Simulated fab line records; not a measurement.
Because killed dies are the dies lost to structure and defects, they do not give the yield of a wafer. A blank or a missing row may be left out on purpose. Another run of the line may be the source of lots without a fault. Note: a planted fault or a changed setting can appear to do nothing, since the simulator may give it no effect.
2 desks looking at one fault || flow n5Finfet || every desk sees just its own numbers, and what lay behind them comes last

## AT THE METROLOGY DESK
What the gauges read, lot by lot, whatever tool the lot ran on: means of the sampled wafers that have a number. If a lot's mean is further than 4 standard deviations from the usual mean, the lot is out of limits and carries the mark OUT (the distance appears in the brackets).
Columns: A = VG_OVL at N5_MOL_CONTACT_COAG_OVL_MEAS_85, usual 0.2 nm
{"lot": "L369", "first seen here": "day 5 03:15", "A": 0.3}
{"lot": "L371", "first seen here": "day 5 17:27", "A": -0.2}
{"lot": "L375", "first seen here": "day 6 19:06", "A": 0.5}
{"lot": "L379", "first seen here": "day 7 18:01", "A": -0.1}
{"lot": "L383", "first seen here": "day 8 15:05", "A": 0.5}
{"lot": "L385", "first seen here": "day 9 02:52", "A": -0.1}
{"lot": "L386", "first seen here": "day 9 06:57", "A": 0.8}
{"lot": "L387", "first seen here": "day 9 15:20", "A": -0.2}
{"lot": "L390", "first seen here": "day 10 06:59", "A": 0.0}
{"lot": "L391", "first seen here": "day 10 16:05", "A": 1.0}
{"lot": "L392", "first seen here": "day 10 23:46", "A": 0.1}
This desk's finding: nothing out of limits on any of the 11 lots.

## THE TOOL OWNER'S DESK: rieDiel-04
The tool's own readings at N5_MOL_CONTACT_COAG_ETCH_47 (etches SiNx in CH3F/O2, stops on W, target depth 27 nm): means of the sampled wafers that have a number, for each lot that ran on this tool. If a lot's mean is further than 4 standard deviations from the usual mean, the lot is out of limits and carries the mark OUT (the distance appears in the brackets). 7 of its 9 readings are shown: the first one out of limits and those lying furthest out on some lot.
Columns: A = etchRfOnTimeS at N5_MOL_CONTACT_COAG_ETCH_47, usual 31.0 s; B = oes_ar_750_au at N5_MOL_CONTACT_COAG_ETCH_47, usual 0.82 a.u.; C = oes_f_703_au at N5_MOL_CONTACT_COAG_ETCH_47, usual 0.82 a.u.; D = oesProductAu at N5_MOL_CONTACT_COAG_ETCH_47, usual 0.73 a.u.; E = rfFwdPowerW at N5_MOL_CONTACT_COAG_ETCH_47, usual 386.2 W; F = rfVppV at N5_MOL_CONTACT_COAG_ETCH_47, usual 295 V; G = throttleValvePct at N5_MOL_CONTACT_COAG_ETCH_47, usual 16.35 %
{"lot": "L371", "first seen here": "day 5 18:07", "A": 31.2, "B": 0.79, "C": 0.80, "D": 0.71, "E": 387.8, "F": 293, "G": 16.45}
{"lot": "L379", "first seen here": "day 7 18:56", "A": 30.3, "B": 0.79, "C": 0.82, "D": 0.71, "E": 386.2, "F": 290, "G": 16.31}
{"lot": "L383", "first seen here": "day 8 15:46", "A": 31.2, "B": 0.76, "C": 0.77, "D": 0.67, "E": 387.1, "F": 292, "G": 16.59}
{"lot": "L385", "first seen here": "day 9 03:38", "A": 28.8, "B": 0.86, "C": 1.01, "D": 0.71, "E": "481.8 (+48) OUT", "F": "264 (-5.5) OUT", "G": 16.51}
{"lot": "L386", "first seen here": "day 9 07:37", "A": "28.1 (-4.5) OUT", "B": 0.91, "C": 1.08, "D": 0.75, "E": "481.4 (+48) OUT", "F": "264 (-5.5) OUT", "G": 16.43}
{"lot": "L387", "first seen here": "day 9 16:03", "A": 28.6, "B": 0.91, "C": 1.07, "D": 0.76, "E": "481.6 (+48) OUT", "F": "265 (-5.3) OUT", "G": 16.33}
This desk's finding: out of limits on L385, L386, L387; first on L385, day 9 03:38 (rfFwdPowerW at N5_MOL_CONTACT_COAG_ETCH_47). L371, L379, L383 stayed within limits.

## ALL TOGETHER
The tool owner's desk could have raised an alarm at day 9 03:38, on L385, L386, L387.
From the metrology desk's view, nothing was out of limits.
The metrology desk holds a record of L385, L386, L387, inside its limits.
Of the lots named, all ran N5_MOL_CONTACT_COAG_ETCH_47 on rieDiel-04.

## WHAT WAS PUT IN BY THE SIMULATOR
Process parameter drift: rieDiel-04, from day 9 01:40 on, at N5_MOL_CONTACT_COAG_ETCH_47. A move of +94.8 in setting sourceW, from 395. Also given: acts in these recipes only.
Struck lots among those shown: L385, L386, L387.
Each desk's first reading out of limits, in hours after the fault started: the tool owner's desk, 2.
